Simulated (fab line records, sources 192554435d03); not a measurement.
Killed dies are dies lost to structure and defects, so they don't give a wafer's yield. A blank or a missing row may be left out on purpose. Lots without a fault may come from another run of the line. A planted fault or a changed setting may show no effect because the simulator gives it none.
A struck lot beside a sound one | flow n5_finfet | 15 steps out of a route of 1938
Sound: wafers L621.3, L621.4, L621.6. Struck: wafer L627.6. (L627.1 of the same lot was not struck and is left out.) The cause comes at the end.
At each step with rows: each side's tool, then ch and its chambers, then its first start. Under that, the readings that differ: sound wafers | struck wafers | difference of the means | sigmas: that difference in standard deviations of wafers without a fault.
alike: readings whose means differ by less than 2 such deviations, and words and numbers that are the same on both sides. not compared: withheld readings, readings that some wafer has no value for, bounds like >300 that may hide the same value, and numbers for which the record gives no deviation and whose values overlap.
The two part at a step that has a row with sigmas, a row that says differs or no value, or rows on one side only. Numbers that don't overlap but have no deviation are shown without sigmas and don't part them. A reading that every wafer of one side lacks parts them only if that side has two wafers or more.

first, 4 steps without rows for these wafers: N5_BEOL_M2_SOFTBAKE_23 (time 60 s); N5_BEOL_M2_EXPOSE_25 (exposes mask V1, defocus 5 nm); N5_BEOL_M2_PEB_26 (peb time 60 s); N5_BEOL_M2_DEVELOP_27 (develop time 30 s).
N5_BEOL_M2_CD_MEAS_28: target cd 26.2 nm, target cd y 24.1 nm.
  sound on cd_sem-02 ch 0, day 7 05:09; struck on cd_sem-01 ch 0, day 9 00:40
  alike: cd_nm
N5_BEOL_M2_OVL_MEAS_29:
  sound on overlay-02 ch 0, day 7 05:11; struck on overlay-01 ch 0, day 9 00:41
  alike: V1_OVL
N5_BEOL_M2_INSPECT_30: inspects for defects (brightfield).
  sound on defect_inspect-02, day 7 05:14; struck on defect_inspect-02, day 9 00:45
  alike: raw_defect_count
N5_BEOL_M2_DESCUM_33: chemistry O2, time 7 s.
  sound on rie_diel-04 ch 0,1,2, day 7 05:16; struck on rie_diel-04 ch 1, day 9 00:47
  alike: drypump_motor_current_A, oes_product_au, rf_vpp_V, showerhead_plenum_p_Torr, throttle_valve_pct
  not compared: rf_hours_counter_h
N5_BEOL_M2_ETCH_77: etches underlayer in N2/H2, target depth 6.5 nm, time 5.2 s.
  sound on rie_diel-04 ch 0,1,2, day 7 05:19; struck on rie_diel-04 ch 1, day 9 00:49
  alike: drypump_motor_current_A, etch_rf_on_time_s, oes_product_au, rf_vpp_V, showerhead_plenum_p_Torr, throttle_valve_pct
  not compared: rf_hours_counter_h
N5_BEOL_M2_ETCH_69: etches SiARC in CF4, target depth 15.6 nm, time 26 s.
  sound on rie_diel-04 ch 0,1,2, day 7 05:19; struck on rie_diel-04 ch 1, day 9 00:50
  alike: drypump_motor_current_A, etch_rf_on_time_s, oes_product_au, rf_vpp_V, showerhead_plenum_p_Torr, throttle_valve_pct
  not compared: rf_hours_counter_h
N5_BEOL_M2_ALD_98: deposits SiO2, target thk 2.5 nm, pulse time 1 s, co reactant pulse time 1 s.
  sound on ald_sin-02 ch 0,1,3, day 7 05:24; struck on ald_sin-02 ch 1, day 9 00:55
  alike: heater_power_outer_w, heater_power_w, precursor_pulse_height_rel
N5_BEOL_M2_ETCHBACK_99: etches SiO2 in CHF3, target depth 5 nm, time 10.4 s.
  sound on rie_diel-04 ch 0,2, day 7 07:54; struck on rie_diel-04 ch 0, day 9 01:49
  alike: drypump_motor_current_A, oes_product_au, rf_vpp_V, showerhead_plenum_p_Torr, throttle_valve_pct
  not compared: rf_hours_counter_h
N5_BEOL_M2_ETCH_70: etches SOC in N2/H2, target depth 80 nm, overetch 24 nm, time 130 s.
  sound on rie_diel-04 ch 0,2, day 7 07:56; struck on rie_diel-04 ch 0, day 9 01:52
  reading                                    | sound   | struck | difference | sigmas
  model.SiARC_of_BEOL_M2_COAT_68.thk_nm (nm) | 5.8 6 6 | 7.2    | +1.3       |
  alike: drypump_motor_current_A, oes_product_au, rf_vpp_V, showerhead_plenum_p_Torr, throttle_valve_pct
  not compared: rf_hours_counter_h
then, 1 step without rows for these wafers: N5_BEOL_M2_STRIP_71 (strips in N2/H2).
N5_BEOL_M4_RC_MEAS_101:
  sound on prober-01 ch 0, day 8 13:27; struck on prober-02 ch 0, day 10 02:29
  alike: DIBL_N, DIBL_P, IOFF_N, IOFF_P, ION_N, ION_P, SS_N, SS_P, VT_N, VT_P

WHERE THEY PART
Nowhere in this record.

WHY: what the simulator had put in
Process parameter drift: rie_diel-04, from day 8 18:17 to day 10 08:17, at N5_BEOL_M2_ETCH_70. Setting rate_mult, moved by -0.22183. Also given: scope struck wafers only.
